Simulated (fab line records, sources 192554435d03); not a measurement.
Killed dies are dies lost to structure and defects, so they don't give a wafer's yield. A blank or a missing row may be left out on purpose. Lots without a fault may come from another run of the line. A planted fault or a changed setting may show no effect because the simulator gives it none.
A struck lot beside a sound one | flow n5_finfet | 16 steps out of a route of 1938
Sound: wafers L262.2, L262.5, L262.6. Struck: wafer L265.5. (L265.1, L265.6 of the same lot were not struck and are left out.) The cause comes at the end.
At each step with rows: each side's tool, then ch and its chambers, then its first start. Under that, the readings that differ: sound wafers | struck wafers | difference of the means | sigmas: that difference in standard deviations of wafers without a fault.
alike: readings whose means differ by less than 2 such deviations, and words and numbers that are the same on both sides. not compared: withheld readings, readings that some wafer has no value for, bounds like >300 that may hide the same value, and numbers for which the record gives no deviation and whose values overlap.
The two part at a step that has a row with sigmas, a row that says differs or no value, or rows on one side only. Numbers that don't overlap but have no deviation are shown without sigmas and don't part them. A reading that every wafer of one side lacks parts them only if that side has two wafers or more.

first, 7 steps without rows for these wafers: N5_PMOS_HMC_CHANNEL_EPI_COAT_31 (time 60 s, resist thk 66 nm); N5_PMOS_HMC_CHANNEL_EPI_COAT_03 (resist thk 205 nm); N5_PMOS_HMC_CHANNEL_EPI_EBR_05; N5_PMOS_HMC_CHANNEL_EPI_SOFTBAKE_04 (time 60 s); N5_PMOS_HMC_CHANNEL_EPI_EXPOSE_06 (exposes mask PMOS HMC BLK, target cd 240 nm); N5_PMOS_HMC_CHANNEL_EPI_PEB_07 (peb time 60 s); N5_PMOS_HMC_CHANNEL_EPI_DEVELOP_08 (develop time 30 s).
N5_PMOS_HMC_CHANNEL_EPI_CD_MEAS_09: target cd 237.4 nm.
  sound on cd_sem-03 ch 0, day 4 17:14; struck on cd_sem-02 ch 0, day 5 11:48
  alike: cd_nm
N5_PMOS_HMC_CHANNEL_EPI_OVL_MEAS_10:
  sound on overlay-01 ch 0, day 4 17:16; struck on overlay-02 ch 0, day 5 11:50
  alike: PMOS_HMC_BLK_OVL
N5_PMOS_HMC_CHANNEL_EPI_INSPECT_11: inspects for defects (macro).
  sound on defect_inspect-01, day 4 17:17; struck on defect_inspect-02, day 5 11:51
  alike: raw_defect_count
N5_PMOS_HMC_CHANNEL_EPI_DESCUM_14: chemistry O2, time 7.9 s.
  sound on rie_diel-04 ch 0,3, day 4 17:20; struck on rie_diel-04 ch 0, day 5 12:08
  reading               | sound          | struck | difference | sigmas
  oes_product_au (a.u.) | 0.99 0.68 0.99 | 0.69   | -0.20      | -2
  alike: drypump_motor_current_A, rf_fwd_power_W, rf_vpp_V, showerhead_plenum_p_Torr, throttle_valve_pct
  not compared: rf_hours_counter_h
N5_PMOS_HMC_CHANNEL_EPI_ETCH_32: etches BARC in N2/H2, stops on SiO2, target depth 85.8 nm, time 50.3 s.
  sound on rie_diel-04 ch 0,3, day 4 17:22; struck on rie_diel-04 ch 0, day 5 12:10
  reading               | sound          | struck | difference | sigmas
  oes_product_au (a.u.) | 0.84 0.60 0.85 | 0.60   | -0.16      | -2
  alike: drypump_motor_current_A, n2_flow_sccm, rf_fwd_power_W, rf_vpp_V, showerhead_plenum_p_Torr, throttle_valve_pct
  not compared: rf_hours_counter_h
N5_PMOS_HMC_CHANNEL_EPI_HM_OPEN_15: chemistry CHF3/O2, target SiO2, target depth 40.6 nm, time 20.3 s.
  sound on rie_diel-04 ch 0,3, day 4 17:24; struck on rie_diel-04 ch 0, day 5 12:13
  reading                                                         | sound             | struck | difference | sigmas
  model.CAR-ArF-block_of_PMOS_HMC_CHANNEL_EPI_COAT_03.thk_nm (nm) | 89.34 92.12 88.94 | 76.18  | -13.95     |
  model.etch.depth_nm (nm)                                        | 40.81 40.21 40.9  | 57.25  | +16.61     |
  alike: drypump_motor_current_A, oes_product_au, rf_fwd_power_W, rf_vpp_V, showerhead_plenum_p_Torr, throttle_valve_pct
  not compared: rf_hours_counter_h
N5_PMOS_HMC_CHANNEL_EPI_STRIP_33: strips in N2/H2.
  sound on rie_diel-04 ch 0,3, day 4 17:28; struck on rie_diel-04 ch 0, day 5 12:16
  reading               | sound          | struck | difference | sigmas
  oes_product_au (a.u.) | 1.01 0.70 0.99 | 0.69   | -0.21      | -2
  alike: drypump_motor_current_A, n2_flow_sccm, rf_vpp_V, showerhead_plenum_p_Torr, throttle_valve_pct
  not compared: rf_hours_counter_h
-- the record jumps here: 7 days lie between the struck wafers' starts before and after (it left off in module PMOS_HMC_CHANNEL_EPI and takes up again in module BEOL_M4, whose first step shown is number 1111 of the route) --
N5_BEOL_M4_RC_MEAS_101:
  sound on prober-01 ch 0, day 11 17:28; struck on prober-01 ch 0, day 12 16:08
  reading       | sound       | struck | difference | sigmas
  ION_N (uA/um) | 656 660 671 | 684    | +22        | +2
  VT_N (mV)     | 256 255 252 | 247    | -7         | -2
  alike: DIBL_N, DIBL_P, IOFF_N, IOFF_P, ION_P, SS_N, SS_P, VT_P
-- the record jumps here: 5 days lie between the struck wafers' starts before and after (it left off in module BEOL_M4 and takes up again in module PASSIVATION, whose first step shown is number 1936 of the route) --
N5_PASSIVATION_PROBE_49:
  sound on prober-01, day 16 03:29; struck on prober-02, day 17 08:37
  reading            | sound | struck | difference | sigmas
  killed_at_contacts | 8 7 2 | 20     | +14        | +2
  alike: defect_limited_yield, killed_at_M0_to_M3, killed_at_M4_up, killed_at_front_end, killed_at_other, killed_dies, killed_open, killed_short, sort_bin_5_function, sort_bin_6_memory, sort_n_pass, sort_yield_pct

WHERE THEY PART
First at N5_PMOS_HMC_CHANNEL_EPI_DESCUM_14; last, within this record, at N5_PASSIVATION_PROBE_49.

WHY: what the simulator had put in
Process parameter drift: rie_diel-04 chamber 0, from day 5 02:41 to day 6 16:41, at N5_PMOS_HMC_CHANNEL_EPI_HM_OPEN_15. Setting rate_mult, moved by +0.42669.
